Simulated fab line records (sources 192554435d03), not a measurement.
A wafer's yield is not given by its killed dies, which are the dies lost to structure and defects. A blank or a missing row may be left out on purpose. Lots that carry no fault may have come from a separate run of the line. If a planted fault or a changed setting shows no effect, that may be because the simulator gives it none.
Matching of chambers	flow n5Finfet	rieDiel-05 running N5_SD_EPI_P_ETCH_16: 4 sister chambers
The step etches SiO2 in CHF3/O2, target depth 5 nm. 8 wafers are shown with their chamber, then 10 later ones without.

EACH WAFER AND ITS CHAMBER
wafer	chamber	rfVppV (V)	showerheadPlenumPTorr (Torr)
L076.6	3	525	2.47
L086.2	3	523	2.46
L087.6	2	530	2.44
L089.1	1	522	2.46
L089.3	2	531	2.43
L089.5	0	496	2.33
L091.2	0	495	2.33
L091.4	1	520	2.46

WAFERS WHOSE CHAMBER IS MISSING
wafer	rfVppV (V)	showerheadPlenumPTorr (Torr)
L091.6	530	2.43
L092.1	495	2.33
L092.2	522	2.46
L092.3	532	2.43
L095.2	531	2.43
L095.5	521	2.45
L095.6	496	2.33
L097.3	529	2.43
L097.4	525	2.46
L097.5	523	2.46

WHICH CHAMBER EACH ONE RAN IN
wafer	from the rows above	in truth
L091.6	2	2
L092.1	0	0
L092.2	can't be placed: 1 or 3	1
L092.3	2	2
L095.2	2	2
L095.5	1	1
L095.6	0	0
L097.3	2	2
L097.4	3	3
L097.5	can't be placed: 3 or 1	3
Placed correctly: 8 of 10. Can't be placed from these rows: 2 (the true chamber is among the candidates in 2). 0 placed wrongly.
How it was worked out, from the rows above alone: a wafer's distance from a chamber is the root of the sum, over the readings, of the square of ((its reading less the chamber's mean) divided by the reading's scatter). If the next closest chamber is less than 2 further off than the closest, the wafer can't be placed; otherwise it belongs to the closest. A chamber's mean is the mean of its shown wafers. The scatter: take each reading less its chamber's mean, square it, sum over the shown wafers, divide by the number of wafers less the number of chambers, and take the root.
